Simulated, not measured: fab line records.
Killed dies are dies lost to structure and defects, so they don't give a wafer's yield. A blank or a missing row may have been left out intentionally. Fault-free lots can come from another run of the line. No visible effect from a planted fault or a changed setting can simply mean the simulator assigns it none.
fab line records || flow n5_finfet
record {"lots": 12, "wafers": 36, "last_day": 18}
route steps=1938 shown BEOL_M7@1318 BEOL_M8@1337
lots untouched by any fault: they come from a run of this same line in which no faults occurred
start_h: the number of hours between the record's first day and the start of the first shown wafer of the lot || wait_h: hours elapsed since this lot's preceding step || " identical to the entry in the row above || L1.1+2: one row covering several wafers at once || - no value, or no start given || * or withheld: withheld || < > ~ a bound
route shown NAME@n: names a module that has steps shown in the file, with the first one's number in the route || usual: average and standard deviation across the fault-free wafers || same: alike in all rows || chamber/n: place in a boat || sites: the reading at each site || _std_site: standard deviation of those values || _edge_site: mean of outer sites minus mean of inner sites || radius_mm: for every site, how far away it sits from the centre of the wafer || mask NAME#n: copy n || behind: the last tool/chamber to shape the wafer || hold: the reason the lot was held/the length of the hold in hours/how it ended || device: the transistor (n, p or np) that didn't switch || end of line: the tests these same wafers got at the end of their route || for a step that has no rows: nothing shown but its recipe || killed: dies lost to structure and defects at the first sort, not the wafer's yield || map: the dies of a wafer, with x for killed, . for not killed, _ for no die there
set.NAME: the run value of the setting; set.NAME@STEP: its run value at that earlier step || model.NAME: the simulator's own value behind a step, which no gauge read
steps of the route over a sample of lots; a table a step, a row a wafer
services: when a tool's chamber went out of use (start_h, in hours from the record's first day, below 0 if earlier), for how many hours, and the reason
## steps
# step N5_BEOL_M7_DEGAS_44
# recipe {"ambient": "vacuum", "temp_c": 250, "time_s": 60}
# usual {"heater_power_w": "332/33"}
{"lot.wafer": "L510.1", "tool": "pvd_sputter-02", "chamber": "-", "start_h": 192.09, "wait_h": 0.6, "heater_power_w": 310}
{"lot.wafer": "L510.3", "tool": "pvd_sputter-02", "chamber": "-", "start_h": 192.09, "wait_h": 0.6, "heater_power_w": 326}
{"lot.wafer": "L510.5", "tool": "pvd_sputter-02", "chamber": "-", "start_h": 192.09, "wait_h": 0.6, "heater_power_w": 330}
{"lot.wafer": "L511.2", "tool": "pvd_sputter-02", "chamber": "-", "start_h": 201.48, "wait_h": 0.2, "heater_power_w": 326}
{"lot.wafer": "L511.5", "tool": "pvd_sputter-02", "chamber": "-", "start_h": 201.48, "wait_h": 0.2, "heater_power_w": 315}
{"lot.wafer": "L511.6", "tool": "pvd_sputter-02", "chamber": "-", "start_h": 201.48, "wait_h": 0.2, "heater_power_w": 403}
{"lot.wafer": "L512.2", "tool": "pvd_sputter-01", "chamber": "-", "start_h": 212.06, "wait_h": 0.3, "heater_power_w": 281}
{"lot.wafer": "L512.3", "tool": "pvd_sputter-01", "chamber": "-", "start_h": 212.06, "wait_h": 0.3, "heater_power_w": 278}
{"lot.wafer": "L512.6", "tool": "pvd_sputter-01", "chamber": "-", "start_h": 212.06, "wait_h": 0.3, "heater_power_w": 279}
{"lot.wafer": "L513.2", "tool": "pvd_sputter-02", "chamber": "-", "start_h": 212.51, "wait_h": 0.4, "heater_power_w": 317}
{"lot.wafer": "L513.3", "tool": "pvd_sputter-02", "chamber": "-", "start_h": 212.51, "wait_h": 0.4, "heater_power_w": 318}
{"lot.wafer": "L513.6", "tool": "pvd_sputter-02", "chamber": "-", "start_h": 212.51, "wait_h": 0.4, "heater_power_w": 326}
{"lot.wafer": "L517.1", "tool": "pvd_sputter-03", "chamber": "-", "start_h": 241.87, "wait_h": 0.5, "heater_power_w": 310}
{"lot.wafer": "L517.2", "tool": "pvd_sputter-03", "chamber": "-", "start_h": 241.87, "wait_h": 0.5, "heater_power_w": 356}
{"lot.wafer": "L517.4", "tool": "pvd_sputter-03", "chamber": "-", "start_h": 241.87, "wait_h": 0.5, "heater_power_w": 297}
{"lot.wafer": "L516.3", "tool": "pvd_sputter-02", "chamber": "-", "start_h": 242.16, "wait_h": 0.2, "heater_power_w": 323}
{"lot.wafer": "L516.4", "tool": "pvd_sputter-02", "chamber": "-", "start_h": 242.16, "wait_h": 0.2, "heater_power_w": 400}
{"lot.wafer": "L516.6", "tool": "pvd_sputter-02", "chamber": "-", "start_h": 242.16, "wait_h": 0.2, "heater_power_w": 390}
{"lot.wafer": "L525.1", "tool": "pvd_sputter-03", "chamber": "-", "start_h": 304.41, "wait_h": 0.6, "heater_power_w": 365}
{"lot.wafer": "L525.3", "tool": "pvd_sputter-03", "chamber": "-", "start_h": 304.41, "wait_h": 0.6, "heater_power_w": 293}
{"lot.wafer": "L525.5", "tool": "pvd_sputter-03", "chamber": "-", "start_h": 304.41, "wait_h": 0.6, "heater_power_w": 345}
{"lot.wafer": "L528.2", "tool": "pvd_sputter-03", "chamber": "-", "start_h": 304.49, "wait_h": 0.3, "heater_power_w": 317}
{"lot.wafer": "L528.4", "tool": "pvd_sputter-03", "chamber": "-", "start_h": 304.49, "wait_h": 0.3, "heater_power_w": 355}
{"lot.wafer": "L528.6", "tool": "pvd_sputter-03", "chamber": "-", "start_h": 304.49, "wait_h": 0.3, "heater_power_w": 300}
{"lot.wafer": "L527.1", "tool": "pvd_sputter-01", "chamber": "-", "start_h": 316.48, "wait_h": 1.3, "heater_power_w": 277}
{"lot.wafer": "L527.2", "tool": "pvd_sputter-01", "chamber": "-", "start_h": 316.48, "wait_h": 1.3, "heater_power_w": 276}
{"lot.wafer": "L527.3", "tool": "pvd_sputter-01", "chamber": "-", "start_h": 316.48, "wait_h": 1.3, "heater_power_w": 345}
{"lot.wafer": "L530.1", "tool": "pvd_sputter-03", "chamber": "-", "start_h": 331.37, "wait_h": 0.7, "heater_power_w": 348}
{"lot.wafer": "L530.3", "tool": "pvd_sputter-03", "chamber": "-", "start_h": 331.37, "wait_h": 0.7, "heater_power_w": 362}
{"lot.wafer": "L530.6", "tool": "pvd_sputter-03", "chamber": "-", "start_h": 331.37, "wait_h": 0.7, "heater_power_w": 303}
{"lot.wafer": "L529.3", "tool": "pvd_sputter-02", "chamber": "-", "start_h": 337.13, "wait_h": 0.7, "heater_power_w": 322}
{"lot.wafer": "L529.5", "tool": "pvd_sputter-02", "chamber": "-", "start_h": 337.13, "wait_h": 0.7, "heater_power_w": 396}
{"lot.wafer": "L529.6", "tool": "pvd_sputter-02", "chamber": "-", "start_h": 337.13, "wait_h": 0.7, "heater_power_w": 328}
{"lot.wafer": "L532.1", "tool": "pvd_sputter-02", "chamber": "-", "start_h": 343.16, "wait_h": 0.3, "heater_power_w": 307}
{"lot.wafer": "L532.3", "tool": "pvd_sputter-02", "chamber": "-", "start_h": 343.16, "wait_h": 0.3, "heater_power_w": 315}
{"lot.wafer": "L532.6", "tool": "pvd_sputter-02", "chamber": "-", "start_h": 343.16, "wait_h": 0.3, "heater_power_w": 395}
# step N5_BEOL_M7_PRE_CLEAN_45
# recipe {"gas": "H2/He", "time_s": 30, "temp_c": 250}
# usual {"heater_power_w": "333/33"}
{"lot.wafer": "L510.1", "tool": "pvd_sputter-02", "chamber": "-", "start_h": 192.13, "wait_h": 0.0, "heater_power_w": 317}
{"lot.wafer": "L510.3", "tool": "pvd_sputter-02", "chamber": "-", "start_h": 192.13, "wait_h": 0.0, "heater_power_w": 331}
{"lot.wafer": "L510.5", "tool": "pvd_sputter-02", "chamber": "-", "start_h": 192.13, "wait_h": 0.0, "heater_power_w": 324}
{"lot.wafer": "L511.2", "tool": "pvd_sputter-02", "chamber": "-", "start_h": 201.52, "wait_h": 0.0, "heater_power_w": 325}
{"lot.wafer": "L511.5", "tool": "pvd_sputter-02", "chamber": "-", "start_h": 201.52, "wait_h": 0.0, "heater_power_w": 317}
{"lot.wafer": "L511.6", "tool": "pvd_sputter-02", "chamber": "-", "start_h": 201.52, "wait_h": 0.0, "heater_power_w": 400}
{"lot.wafer": "L512.2", "tool": "pvd_sputter-01", "chamber": "-", "start_h": 212.10, "wait_h": 0.0, "heater_power_w": 286}
{"lot.wafer": "L512.3", "tool": "pvd_sputter-01", "chamber": "-", "start_h": 212.10, "wait_h": 0.0, "heater_power_w": 280}
{"lot.wafer": "L512.6", "tool": "pvd_sputter-01", "chamber": "-", "start_h": 212.10, "wait_h": 0.0, "heater_power_w": 287}
{"lot.wafer": "L513.2", "tool": "pvd_sputter-02", "chamber": "-", "start_h": 212.55, "wait_h": 0.0, "heater_power_w": 324}
{"lot.wafer": "L513.3", "tool": "pvd_sputter-02", "chamber": "-", "start_h": 212.55, "wait_h": 0.0, "heater_power_w": 325}
{"lot.wafer": "L513.6", "tool": "pvd_sputter-02", "chamber": "-", "start_h": 212.55, "wait_h": 0.0, "heater_power_w": 328}
{"lot.wafer": "L517.1", "tool": "pvd_sputter-03", "chamber": "-", "start_h": 241.91, "wait_h": 0.0, "heater_power_w": 310}
{"lot.wafer": "L517.2", "tool": "pvd_sputter-03", "chamber": "-", "start_h": 241.91, "wait_h": 0.0, "heater_power_w": 347}
{"lot.wafer": "L517.4", "tool": "pvd_sputter-03", "chamber": "-", "start_h": 241.91, "wait_h": 0.0, "heater_power_w": 303}
{"lot.wafer": "L516.3", "tool": "pvd_sputter-02", "chamber": "-", "start_h": 242.20, "wait_h": 0.0, "heater_power_w": 326}
{"lot.wafer": "L516.4", "tool": "pvd_sputter-02", "chamber": "-", "start_h": 242.20, "wait_h": 0.0, "heater_power_w": 394}
{"lot.wafer": "L516.6", "tool": "pvd_sputter-02", "chamber": "-", "start_h": 242.20, "wait_h": 0.0, "heater_power_w": 392}
{"lot.wafer": "L525.1", "tool": "pvd_sputter-03", "chamber": "-", "start_h": 304.45, "wait_h": 0.0, "heater_power_w": 370}
{"lot.wafer": "L525.3", "tool": "pvd_sputter-03", "chamber": "-", "start_h": 304.45, "wait_h": 0.0, "heater_power_w": 300}
{"lot.wafer": "L525.5", "tool": "pvd_sputter-03", "chamber": "-", "start_h": 304.45, "wait_h": 0.0, "heater_power_w": 349}
{"lot.wafer": "L528.2", "tool": "pvd_sputter-03", "chamber": "-", "start_h": 304.53, "wait_h": 0.0, "heater_power_w": 308}
{"lot.wafer": "L528.4", "tool": "pvd_sputter-03", "chamber": "-", "start_h": 304.53, "wait_h": 0.0, "heater_power_w": 359}
{"lot.wafer": "L528.6", "tool": "pvd_sputter-03", "chamber": "-", "start_h": 304.53, "wait_h": 0.0, "heater_power_w": 304}
{"lot.wafer": "L527.1", "tool": "pvd_sputter-01", "chamber": "-", "start_h": 316.52, "wait_h": 0.0, "heater_power_w": 281}
{"lot.wafer": "L527.2", "tool": "pvd_sputter-01", "chamber": "-", "start_h": 316.52, "wait_h": 0.0, "heater_power_w": 277}
{"lot.wafer": "L527.3", "tool": "pvd_sputter-01", "chamber": "-", "start_h": 316.52, "wait_h": 0.0, "heater_power_w": 347}
{"lot.wafer": "L530.1", "tool": "pvd_sputter-03", "chamber": "-", "start_h": 331.41, "wait_h": 0.0, "heater_power_w": 355}
{"lot.wafer": "L530.3", "tool": "pvd_sputter-03", "chamber": "-", "start_h": 331.41, "wait_h": 0.0, "heater_power_w": 369}
{"lot.wafer": "L530.6", "tool": "pvd_sputter-03", "chamber": "-", "start_h": 331.41, "wait_h": 0.0, "heater_power_w": 302}
{"lot.wafer": "L529.3", "tool": "pvd_sputter-02", "chamber": "-", "start_h": 337.17, "wait_h": 0.0, "heater_power_w": 318}
{"lot.wafer": "L529.5", "tool": "pvd_sputter-02", "chamber": "-", "start_h": 337.17, "wait_h": 0.0, "heater_power_w": 397}
{"lot.wafer": "L529.6", "tool": "pvd_sputter-02", "chamber": "-", "start_h": 337.17, "wait_h": 0.0, "heater_power_w": 329}
{"lot.wafer": "L532.1", "tool": "pvd_sputter-02", "chamber": "-", "start_h": 343.20, "wait_h": 0.0, "heater_power_w": 321}
{"lot.wafer": "L532.3", "tool": "pvd_sputter-02", "chamber": "-", "start_h": 343.20, "wait_h": 0.0, "heater_power_w": 322}
{"lot.wafer": "L532.6", "tool": "pvd_sputter-02", "chamber": "-", "start_h": 343.20, "wait_h": 0.0, "heater_power_w": 389}
# step N5_BEOL_M7_ANNEAL_51
# recipe {"temp_c": 225, "time_s": 90, "ambient": "N2"}
# usual {"anneal_temp_c_max": "226.0/0.47", "wafer_temp_C_max": "226.4/0.69"}
{"lot.wafer": "L510.1", "tool": "rtp_anneal-01", "chamber": 0, "start_h": 194.78, "wait_h": 0.1, "anneal_temp_c_max": 225.5, "wafer_temp_C_max": 225.2}
{"lot.wafer": "L510.3", "tool": "rtp_anneal-01", "chamber": 0, "start_h": 194.78, "wait_h": 0.1, "anneal_temp_c_max": 225.1, "wafer_temp_C_max": 225.3}
{"lot.wafer": "L510.5", "tool": "rtp_anneal-01", "chamber": 0, "start_h": 194.78, "wait_h": 0.1, "anneal_temp_c_max": 225.4, "wafer_temp_C_max": 225.5}
{"lot.wafer": "L511.2", "tool": "rtp_anneal-02", "chamber": 0, "start_h": 204.16, "wait_h": 0.1, "anneal_temp_c_max": 226.8, "wafer_temp_C_max": 226.9}
{"lot.wafer": "L511.5", "tool": "rtp_anneal-02", "chamber": 0, "start_h": 204.16, "wait_h": 0.1, "anneal_temp_c_max": 226.5, "wafer_temp_C_max": 227.2}
{"lot.wafer": "L511.6", "tool": "rtp_anneal-02", "chamber": 0, "start_h": 204.16, "wait_h": 0.1, "anneal_temp_c_max": 226.0, "wafer_temp_C_max": 227.3}
{"lot.wafer": "L512.2", "tool": "rtp_anneal-02", "chamber": 0, "start_h": 213.27, "wait_h": 0.3, "anneal_temp_c_max": 226.6, "wafer_temp_C_max": 226.8}
{"lot.wafer": "L512.3", "tool": "rtp_anneal-02", "chamber": 0, "start_h": 213.27, "wait_h": 0.3, "anneal_temp_c_max": 226.1, "wafer_temp_C_max": 226.7}
{"lot.wafer": "L512.6", "tool": "rtp_anneal-02", "chamber": 0, "start_h": 213.27, "wait_h": 0.3, "anneal_temp_c_max": 226.3, "wafer_temp_C_max": 227.4}
{"lot.wafer": "L513.2", "tool": "rtp_anneal-01", "chamber": 0, "start_h": 214.26, "wait_h": 0.8, "anneal_temp_c_max": 225.4, "wafer_temp_C_max": 225.7}
{"lot.wafer": "L513.3", "tool": "rtp_anneal-01", "chamber": 0, "start_h": 214.26, "wait_h": 0.8, "anneal_temp_c_max": 225.7, "wafer_temp_C_max": 225.5}
{"lot.wafer": "L513.6", "tool": "rtp_anneal-01", "chamber": 0, "start_h": 214.26, "wait_h": 0.8, "anneal_temp_c_max": 225.5, "wafer_temp_C_max": 225.8}
{"lot.wafer": "L517.1", "tool": "rtp_anneal-02", "chamber": 0, "start_h": 243.25, "wait_h": 0.4, "anneal_temp_c_max": 226.4, "wafer_temp_C_max": 226.8}
{"lot.wafer": "L517.2", "tool": "rtp_anneal-02", "chamber": 0, "start_h": 243.25, "wait_h": 0.4, "anneal_temp_c_max": 226.2, "wafer_temp_C_max": 226.5}
{"lot.wafer": "L517.4", "tool": "rtp_anneal-02", "chamber": 0, "start_h": 243.25, "wait_h": 0.4, "anneal_temp_c_max": 226.2, "wafer_temp_C_max": 226.4}
{"lot.wafer": "L516.3", "tool": "rtp_anneal-02", "chamber": 0, "start_h": 243.88, "wait_h": 0.9, "anneal_temp_c_max": 226.4, "wafer_temp_C_max": 226.9}
{"lot.wafer": "L516.4", "tool": "rtp_anneal-02", "chamber": 0, "start_h": 243.88, "wait_h": 0.9, "anneal_temp_c_max": 226.9, "wafer_temp_C_max": 226.6}
{"lot.wafer": "L516.6", "tool": "rtp_anneal-02", "chamber": 0, "start_h": 243.88, "wait_h": 0.9, "anneal_temp_c_max": 226.4, "wafer_temp_C_max": 227.4}
{"lot.wafer": "L525.1", "tool": "rtp_anneal-02", "chamber": 0, "start_h": 305.79, "wait_h": 0.1, "anneal_temp_c_max": 226.2, "wafer_temp_C_max": 226.6}
{"lot.wafer": "L525.3", "tool": "rtp_anneal-02", "chamber": 0, "start_h": 305.79, "wait_h": 0.1, "anneal_temp_c_max": 226.6, "wafer_temp_C_max": 226.6}
{"lot.wafer": "L525.5", "tool": "rtp_anneal-02", "chamber": 0, "start_h": 305.79, "wait_h": 0.1, "anneal_temp_c_max": 226.4, "wafer_temp_C_max": 227.0}
{"lot.wafer": "L528.2", "tool": "rtp_anneal-01", "chamber": 0, "start_h": 305.95, "wait_h": 0.1, "anneal_temp_c_max": 225.4, "wafer_temp_C_max": 225.4}
{"lot.wafer": "L528.4", "tool": "rtp_anneal-01", "chamber": 0, "start_h": 305.95, "wait_h": 0.1, "anneal_temp_c_max": 225.6, "wafer_temp_C_max": 225.7}
{"lot.wafer": "L528.6", "tool": "rtp_anneal-01", "chamber": 0, "start_h": 305.95, "wait_h": 0.1, "anneal_temp_c_max": 225.5, "wafer_temp_C_max": 225.6}
{"lot.wafer": "L527.1", "tool": "rtp_anneal-02", "chamber": 0, "start_h": 317.31, "wait_h": 0.1, "anneal_temp_c_max": 226.3, "wafer_temp_C_max": 226.7}
{"lot.wafer": "L527.2", "tool": "rtp_anneal-02", "chamber": 0, "start_h": 317.31, "wait_h": 0.1, "anneal_temp_c_max": 226.9, "wafer_temp_C_max": 226.5}
{"lot.wafer": "L527.3", "tool": "rtp_anneal-02", "chamber": 0, "start_h": 317.31, "wait_h": 0.1, "anneal_temp_c_max": 226.3, "wafer_temp_C_max": 226.8}
{"lot.wafer": "L530.1", "tool": "rtp_anneal-02", "chamber": 0, "start_h": 332.49, "wait_h": 0.1, "anneal_temp_c_max": 226.3, "wafer_temp_C_max": 228.0}
{"lot.wafer": "L530.3", "tool": "rtp_anneal-02", "chamber": 0, "start_h": 332.49, "wait_h": 0.1, "anneal_temp_c_max": 226.3, "wafer_temp_C_max": 226.8}
{"lot.wafer": "L530.6", "tool": "rtp_anneal-02", "chamber": 0, "start_h": 332.49, "wait_h": 0.1, "anneal_temp_c_max": 225.9, "wafer_temp_C_max": 226.6}
{"lot.wafer": "L529.3", "tool": "rtp_anneal-02", "chamber": 0, "start_h": 339.74, "wait_h": 0.1, "anneal_temp_c_max": 226.3, "wafer_temp_C_max": 227.2}
{"lot.wafer": "L529.5", "tool": "rtp_anneal-02", "chamber": 0, "start_h": 339.74, "wait_h": 0.1, "anneal_temp_c_max": 226.0, "wafer_temp_C_max": 226.5}
{"lot.wafer": "L529.6", "tool": "rtp_anneal-02", "chamber": 0, "start_h": 339.74, "wait_h": 0.1, "anneal_temp_c_max": 226.5, "wafer_temp_C_max": 227.2}
{"lot.wafer": "L532.1", "tool": "rtp_anneal-02", "chamber": 0, "start_h": 345.78, "wait_h": 0.3, "anneal_temp_c_max": 226.3, "wafer_temp_C_max": 226.4}
{"lot.wafer": "L532.3", "tool": "rtp_anneal-02", "chamber": 0, "start_h": 345.78, "wait_h": 0.3, "anneal_temp_c_max": 227.0, "wafer_temp_C_max": 226.7}
{"lot.wafer": "L532.6", "tool": "rtp_anneal-02", "chamber": 0, "start_h": 345.78, "wait_h": 0.3, "anneal_temp_c_max": 226.2, "wafer_temp_C_max": 227.1}
# step N5_BEOL_M8_COAT_59
# recipe {"resist": "SOC", "temp_c": 250, "time_s": 60, "spin_rpm": 1500, "resist_thk_nm": 100}
# usual {"spin_speed_rpm": "1500.2/0.86"}
{"lot.wafer": "L510.1", "tool": "litho_track-05", "chamber": 0, "start_h": 197.47, "wait_h": 0.1, "spin_speed_rpm": 1500.5}
{"lot.wafer": "L510.3", "tool": "litho_track-05", "chamber": 0, "start_h": 197.47, "wait_h": 0.1, "spin_speed_rpm": 1499.8}
{"lot.wafer": "L510.5", "tool": "litho_track-05", "chamber": 0, "start_h": 197.47, "wait_h": 0.1, "spin_speed_rpm": 1499.2}
{"lot.wafer": "L511.2", "tool": "litho_track-05", "chamber": 0, "start_h": 207.53, "wait_h": 0.1, "spin_speed_rpm": 1499.6}
{"lot.wafer": "L511.5", "tool": "litho_track-05", "chamber": 0, "start_h": 207.53, "wait_h": 0.1, "spin_speed_rpm": 1500.3}
{"lot.wafer": "L511.6", "tool": "litho_track-05", "chamber": 0, "start_h": 207.53, "wait_h": 0.1, "spin_speed_rpm": 1498.8}
{"lot.wafer": "L512.2", "tool": "litho_track-05", "chamber": 0, "start_h": 216.82, "wait_h": 0.1, "spin_speed_rpm": 1457.8}
{"lot.wafer": "L512.3", "tool": "litho_track-05", "chamber": 0, "start_h": 216.82, "wait_h": 0.1, "spin_speed_rpm": 1455.8}
{"lot.wafer": "L512.6", "tool": "litho_track-05", "chamber": 0, "start_h": 216.82, "wait_h": 0.1, "spin_speed_rpm": 1457.7}
{"lot.wafer": "L513.2", "tool": "litho_track-04", "chamber": 0, "start_h": 217.44, "wait_h": 0.1, "spin_speed_rpm": 1501.4}
{"lot.wafer": "L513.3", "tool": "litho_track-04", "chamber": 0, "start_h": 217.44, "wait_h": 0.1, "spin_speed_rpm": 1500.2}
{"lot.wafer": "L513.6", "tool": "litho_track-04", "chamber": 0, "start_h": 217.44, "wait_h": 0.1, "spin_speed_rpm": 1499.7}
{"lot.wafer": "L517.1", "tool": "litho_track-05", "chamber": 0, "start_h": 245.96, "wait_h": 0.1, "spin_speed_rpm": 1459.7}
{"lot.wafer": "L517.2", "tool": "litho_track-05", "chamber": 0, "start_h": 245.96, "wait_h": 0.1, "spin_speed_rpm": 1459.2}
{"lot.wafer": "L517.4", "tool": "litho_track-05", "chamber": 0, "start_h": 245.96, "wait_h": 0.1, "spin_speed_rpm": 1459.4}
{"lot.wafer": "L516.3", "tool": "litho_track-01", "chamber": 0, "start_h": 246.19, "wait_h": 0.1, "spin_speed_rpm": 1499.4}
{"lot.wafer": "L516.4", "tool": "litho_track-01", "chamber": 0, "start_h": 246.19, "wait_h": 0.1, "spin_speed_rpm": 1500.3}
{"lot.wafer": "L516.6", "tool": "litho_track-01", "chamber": 0, "start_h": 246.19, "wait_h": 0.1, "spin_speed_rpm": 1500.6}
{"lot.wafer": "L525.1", "tool": "litho_track-05", "chamber": 0, "start_h": 309.10, "wait_h": 0.1, "spin_speed_rpm": 1499.9}
{"lot.wafer": "L525.3", "tool": "litho_track-05", "chamber": 0, "start_h": 309.10, "wait_h": 0.1, "spin_speed_rpm": 1500.7}
{"lot.wafer": "L525.5", "tool": "litho_track-05", "chamber": 0, "start_h": 309.10, "wait_h": 0.1, "spin_speed_rpm": 1500.0}
{"lot.wafer": "L528.2", "tool": "litho_track-04", "chamber": 0, "start_h": 309.23, "wait_h": 0.1, "spin_speed_rpm": 1499.5}
{"lot.wafer": "L528.4", "tool": "litho_track-04", "chamber": 0, "start_h": 309.23, "wait_h": 0.1, "spin_speed_rpm": 1500.5}
{"lot.wafer": "L528.6", "tool": "litho_track-04", "chamber": 0, "start_h": 309.23, "wait_h": 0.1, "spin_speed_rpm": 1499.7}
{"lot.wafer": "L527.1", "tool": "litho_track-05", "chamber": 0, "start_h": 320.27, "wait_h": 0.1, "spin_speed_rpm": 1500.7}
{"lot.wafer": "L527.2", "tool": "litho_track-05", "chamber": 0, "start_h": 320.27, "wait_h": 0.1, "spin_speed_rpm": 1500.2}
{"lot.wafer": "L527.3", "tool": "litho_track-05", "chamber": 0, "start_h": 320.27, "wait_h": 0.1, "spin_speed_rpm": 1499.9}
{"lot.wafer": "L530.1", "tool": "litho_track-01", "chamber": 0, "start_h": 334.17, "wait_h": 0.1, "spin_speed_rpm": 1500.4}
{"lot.wafer": "L530.3", "tool": "litho_track-01", "chamber": 0, "start_h": 334.17, "wait_h": 0.1, "spin_speed_rpm": 1501.7}
{"lot.wafer": "L530.6", "tool": "litho_track-01", "chamber": 0, "start_h": 334.17, "wait_h": 0.1, "spin_speed_rpm": 1502.3}
{"lot.wafer": "L529.3", "tool": "litho_track-01", "chamber": 0, "start_h": 341.65, "wait_h": 0.1, "spin_speed_rpm": 1501.1}
{"lot.wafer": "L529.5", "tool": "litho_track-01", "chamber": 0, "start_h": 341.65, "wait_h": 0.1, "spin_speed_rpm": 1500.1}
{"lot.wafer": "L529.6", "tool": "litho_track-01", "chamber": 0, "start_h": 341.65, "wait_h": 0.1, "spin_speed_rpm": 1498.3}
{"lot.wafer": "L532.1", "tool": "litho_track-01", "chamber": 0, "start_h": 347.46, "wait_h": 0.1, "spin_speed_rpm": 1499.0}
{"lot.wafer": "L532.3", "tool": "litho_track-01", "chamber": 0, "start_h": 347.46, "wait_h": 0.1, "spin_speed_rpm": 1499.3}
{"lot.wafer": "L532.6", "tool": "litho_track-01", "chamber": 0, "start_h": 347.46, "wait_h": 0.1, "spin_speed_rpm": 1498.6}
## services
{"tool": "pvd_sputter-01", "chamber": "-", "start_h": 336.32, "hours": 11.7, "kind": "repair"}
## key
first_sign {"step": "N5_BEOL_M8_COAT_59", "reading": "spin_speed_rpm", "direction": "down", "sigmas": 49, "usual": "*", "struck": "*"}
effect none on later readings
met_at N5_BEOL_M8_COAT_59
struck_lots L512,L517
not_acting_at N5_BEOL_M7_DEGAS_44,N5_BEOL_M7_PRE_CLEAN_45,N5_BEOL_M7_ANNEAL_51
onset_between 207.53 216.82
fault {"kind": "process_parameter_drift", "tool": "litho_track-05", "chamber": "-", "onset_h": 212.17, "steps": "N5_BEOL_M8_COAT_59", "channel": "spin_rpm", "offset": "*", "shape": "step", "end_h": 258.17, "acts_in": "*", "stated": "*"}
